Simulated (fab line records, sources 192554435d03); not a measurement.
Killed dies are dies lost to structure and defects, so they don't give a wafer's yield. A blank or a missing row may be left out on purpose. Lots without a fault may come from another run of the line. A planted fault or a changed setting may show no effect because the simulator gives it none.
A struck lot beside a sound one | flow n5_finfet | 17 steps out of a route of 1938
Sound: wafers L384.2, L384.4, L384.5. Struck: wafers L392.3, L392.4, L392.6. The cause comes at the end.
At each step with rows: each side's tool, then ch and its chambers, then its first start. Under that, the readings that differ: sound wafers | struck wafers | difference of the means | sigmas: that difference in standard deviations of wafers without a fault.
alike: readings whose means differ by less than 2 such deviations, and words and numbers that are the same on both sides. not compared: withheld readings, readings that some wafer has no value for, bounds like >300 that may hide the same value, and numbers for which the record gives no deviation and whose values overlap.
The two part at a step that has a row with sigmas, a row that says differs or no value, or rows on one side only. Numbers that don't overlap but have no deviation are shown without sigmas and don't part them. A reading that every wafer of one side lacks parts them only if that side has two wafers or more.

first, 4 steps without rows for these wafers: N5_BEOL_M7_HM_STRIP_39 (strips TiN in peroxide tin strip, target depth 25 nm, time 158 s); N5_BEOL_M7_SRD_40 (time 30 s); N5_BEOL_M7_PRECLEAN_42 (cleans in residue remover, time 60 s); N5_BEOL_M7_SRD_43 (time 30 s).
N5_BEOL_M7_CD_MEAS_35: target cd 40 nm.
  sound on cd_sem-02, day 8 17:40; struck on cd_sem-03, day 10 15:49
  alike: cd_nm
N5_BEOL_M7_CURE_75: cures SiCOH lowk, time 120 s.
  sound on uv_cure-03 ch 1, day 8 17:46; struck on uv_cure-02 ch 2, day 10 15:56
  alike: lamp_power_pct, wafer_temp_C_max
then, 1 step without rows for these wafers: N5_BEOL_M7_DEGAS_44 (time 60 s).
N5_BEOL_M7_PRE_CLEAN_45: time 30 s.
  sound on pvd_sputter-01, day 8 18:04; struck on pvd_sputter-01, day 10 16:14
  alike: heater_power_w
N5_BEOL_M7_ALD_77: deposits TaN, target thk 2 nm, pulse time 2 s, purge time 3 s.
  sound on ald_metal-02 ch 2,3, day 8 18:08; struck on ald_metal-03 ch 1,2, day 10 16:19
  reading                  | sound       | struck      | difference | sigmas
  heater_power_outer_w (W) | 178 216 176 | 245 242 260 | +59        | +2
  heater_power_w (W)       | 355 406 359 | 436 440 473 | +76        | +2
  alike: chamber_pressure_Torr
N5_BEOL_M7_SURFACE_TREAT_79:
  sound on pvd_sputter-03, day 8 18:31; struck on pvd_sputter-01, day 10 16:43
  not compared: throttle_valve_pct
then, 1 step without rows for these wafers: N5_BEOL_M7_CVD_78 (deposits Co from CCTBA/H2, target thk 2 nm, time 142.3 s).
N5_BEOL_M7_SPUTTER_48: material Cu, target thk 10 nm, time 1.667 s.
  sound on pvd_sputter-02, day 8 18:43; struck on pvd_sputter-02, day 10 16:54
  alike: substrate_temp_c, throttle_valve_pct
N5_BEOL_M7_ECD_50: material Cu, target thk 300 nm.
  sound on ecd_cu-01 ch 0,1, day 8 18:50; struck on ecd_cu-01 ch 0,1, day 10 17:02
  reading                                | sound           | struck          | difference | sigmas
  model.Cu_of_BEOL_M7_ECD_50.thk_nm (nm) | 298.2 295.6 294 | 229 222.4 221.8 | -72        |
then, 1 step without rows for these wafers: N5_BEOL_M7_ANNEAL_51 (time 90 s).
N5_BEOL_M7_CMP_52: polishes, stops on SiCOH lowk, t overpolish 6.9 s, target thk 80 nm.
  sound on cmp-01 ch 0,2, day 8 19:14; struck on cmp-02 ch 1,2, day 10 17:34
  reading                | sound    | struck   | difference | sigmas
  time_to_endpoint_s (s) | 58 58 59 | 53 47 48 | -9         | -3
  alike: clearing_platen_down_force_psi, motor_current_A, slurry_flow_ml_min
N5_BEOL_M7_THK_MEAS_53: measures by xrf.
  sound on film_metro-01, day 8 19:32; struck on film_metro-01, day 10 17:52
  alike: M7_THK
-- the record jumps here: 3 days lie between the struck wafers' starts before and after (it left off in module BEOL_M7 and takes up again in module PASSIVATION, whose first step shown is number 1936 of the route) --
N5_PASSIVATION_PROBE_49:
  sound on prober-01, day 11 13:35; struck on prober-01, day 13 18:39
  alike: defect_limited_yield, killed_at_M0_to_M3, killed_at_M4_up, killed_at_contacts, killed_at_front_end, killed_at_other, killed_dies, killed_open, killed_short, sort_bin_5_function, sort_bin_6_memory, sort_n_pass, sort_yield_pct

WHERE THEY PART
First at N5_BEOL_M7_ALD_77; last, within this record, at N5_BEOL_M7_CMP_52. Later steps at which nothing parts them and some readings are alike: N5_BEOL_M7_THK_MEAS_53, N5_PASSIVATION_PROBE_49.

WHY: what the simulator had put in
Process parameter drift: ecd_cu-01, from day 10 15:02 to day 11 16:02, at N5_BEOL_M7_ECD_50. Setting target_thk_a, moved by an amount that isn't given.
